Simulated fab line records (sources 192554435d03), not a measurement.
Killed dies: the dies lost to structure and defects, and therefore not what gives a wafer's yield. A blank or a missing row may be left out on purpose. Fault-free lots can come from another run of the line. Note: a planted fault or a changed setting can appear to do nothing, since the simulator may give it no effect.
Matching of chambers ; flow n5_finfet ; N5_BEOL_M0_SAQP_STRIP_86 on rie_diel-03 has 4 sister chambers
The step strips in N2/H2. 4 wafers are shown with their chamber, then 8 later ones without.

## WAFERS, EACH WITH ITS CHAMBER
wafer;chamber;showerhead_plenum_p_Torr (Torr)
L082.2;1;3.18
L087.1;2;3.40
L087.2;3;3.46
L091.2;0;3.31

## WAFERS WHOSE CHAMBER IS MISSING
wafer;showerhead_plenum_p_Torr (Torr)
L091.4;3.40
L091.6;3.45
L093.2;3.45
L093.3;3.39
L093.5;3.45
L097.3;3.39
L097.5;3.16
L097.6;3.30

## CHAMBER TAKEN BY EACH
wafer;from the rows above;in truth
L091.4;2;2
L091.6;3;3
L093.2;3;3
L093.3;2;2
L093.5;3;3
L097.3;2;2
L097.5;1;1
L097.6;0;0
Correct placement for 8 of the 8. From these rows, 0 cannot be placed. Number placed wrongly: 0.
How it was worked out, from the rows above alone: a wafer's distance from a chamber is the root of the sum, over the readings, of the square of ((its reading less the chamber's mean) divided by the reading's scatter). If the next closest chamber is less than 2 further off than the closest, the wafer can't be placed; otherwise it belongs to the closest. Each chamber's mean is taken over the wafers shown for it. The scatter: root of mean squared gap, hidden wafer to nearest shown wafer, with one shown wafer a chamber.
